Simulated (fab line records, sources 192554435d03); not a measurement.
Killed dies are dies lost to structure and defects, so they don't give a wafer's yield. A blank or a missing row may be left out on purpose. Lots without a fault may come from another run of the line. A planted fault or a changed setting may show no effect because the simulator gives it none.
A struck lot beside a sound one | flow n5_finfet | 14 steps out of a route of 1938
Sound: wafers L273.1, L273.4, L273.5. Struck: wafer L284.1. (L284.3 of the same lot was not struck and is left out.) The cause comes at the end.
At each step with rows: each side's tool, then ch and its chambers, then its first start. Under that, the readings that differ: sound wafers | struck wafers | difference of the means | sigmas: that difference in standard deviations of wafers without a fault.
alike: readings whose means differ by less than 2 such deviations, and words and numbers that are the same on both sides. not compared: withheld readings, readings that some wafer has no value for, bounds like >300 that may hide the same value, and numbers for which the record gives no deviation and whose values overlap.
The two part at a step that has a row with sigmas, a row that says differs or no value, or rows on one side only. Numbers that don't overlap but have no deviation are shown without sigmas and don't part them. A reading that every wafer of one side lacks parts them only if that side has two wafers or more.

first, 1 step without rows for these wafers: N5_BEOL_M15_PRE_CLEAN_52 (time 15 s).
N5_BEOL_M15_DEP_53: deposits SiCN from 3MS/NH3, target thk 50 nm, time 17.8 s.
  sound on pecvd-03 ch 0,1,2, day 14 03:31; struck on pecvd-04 ch 0, day 16 15:39
  reading                | sound          | struck | difference | sigmas
  throttle_valve_pct (%) | 18.0 17.6 17.6 | 19.3   | +1.6       | +2
  alike: rf_fwd_power_W, showerhead_plenum_p_Torr
N5_BEOL_M15_RS_MEAS_54: measures by four-point-probe.
  sound on film_metro-01, day 14 03:34; struck on film_metro-02, day 16 15:44
  alike: M15_RS
N5_BEOL_M15_INSPECT_55: inspects for defects (darkfield).
  sound on defect_inspect-01, day 14 03:36; struck on defect_inspect-01, day 16 15:46
  alike: raw_defect_count
N5_BEOL_M15_RC_MEAS_101:
  sound on prober-02 ch 0, day 14 03:37; struck on prober-02 ch 0, day 16 15:47
  reading           | sound             | struck | difference | sigmas
  SERP_M14 (ohm/um) | 0.157 0.160 0.166 | 0.169  | +0.008     | +3
  alike: COMB_M10, COMB_M11, COMB_M12, COMB_M13, COMB_M14, COMB_M15, COMB_M5, COMB_M6, COMB_M7, COMB_M8, COMB_M9, SERP_M10, SERP_M11, SERP_M12, SERP_M13, SERP_M13_max_site, SERP_M5, SERP_M6, SERP_M7, SERP_M8, SERP_M9
N5_PASSIVATION_PECVD_00: deposits SiO2 from SiH4/N2O, target thk 200 nm, time 11.2 s.
  sound on pecvd-02 ch 0,1,2, day 14 04:35; struck on pecvd-03 ch 2, day 16 16:45
  alike: heater_power_w, rf_fwd_power_W, showerhead_plenum_p_Torr, susceptor_temp_C, throttle_valve_pct
then, 3 steps without rows for these wafers: N5_MIM_BOT_DEGAS_01 (time 60 s); N5_MIM_BOT_SPUTTER_00 (material TiN, target thk 35 nm, time 89.7 s); N5_MIM_TOP_ALD_00 (deposits Al2O3, purge time 3 s, co reactant pulse time 3 s).
N5_MIM_TOP_ALD_01: deposits HfO2, target thk 5.6 nm, pulse time 1 s, purge time 3 s.
  sound on ald_hk-01 ch 1,3; struck on ald_hk-01 ch 2
  reading                    | sound             | struck | difference | sigmas
  precursor_pulse_height_rel | 0.993 0.995 0.982 | 1.034  | +0.044     | +2
N5_MIM_TOP_ALD_02: deposits Al2O3, purge time 3 s, co reactant pulse time 3 s.
  sound on ald_hk-01 ch 1,3; struck on ald_hk-01 ch 2
  alike: precursor_pulse_height_rel
N5_MIM_TOP_DEGAS_04: time 60 s.
  sound on pvd_sputter-01, day 14 09:41; struck on pvd_sputter-01, day 16 18:01
  reading            | sound       | struck | difference | sigmas
  heater_power_w (W) | 443 450 429 | 554    | +113       | +2
  alike: susceptor_temp_C
N5_MIM_TOP_SPUTTER_03: material TiN, target thk 35 nm, time 89.7 s.
  sound on pvd_sputter-01, day 14 09:44; struck on pvd_sputter-01, day 16 18:03
  reading                                     | sound        | struck | difference | sigmas
  model.TiN_of_MIM_TOP_SPUTTER_03.thk_nm (nm) | 35.2 36 35.4 | 27.8   | -7.7       |
  alike: throttle_valve_pct
  not compared: susceptor_temp_C
then, 1 step without rows for these wafers: N5_MIM_TOP_LITHO_HMDS_01 (time 60 s).

WHERE THEY PART
First at N5_BEOL_M15_DEP_53; last, within this record, at N5_MIM_TOP_DEGAS_04. Later steps at which nothing parts them and some readings are alike: N5_MIM_TOP_SPUTTER_03.

WHY: what the simulator had put in
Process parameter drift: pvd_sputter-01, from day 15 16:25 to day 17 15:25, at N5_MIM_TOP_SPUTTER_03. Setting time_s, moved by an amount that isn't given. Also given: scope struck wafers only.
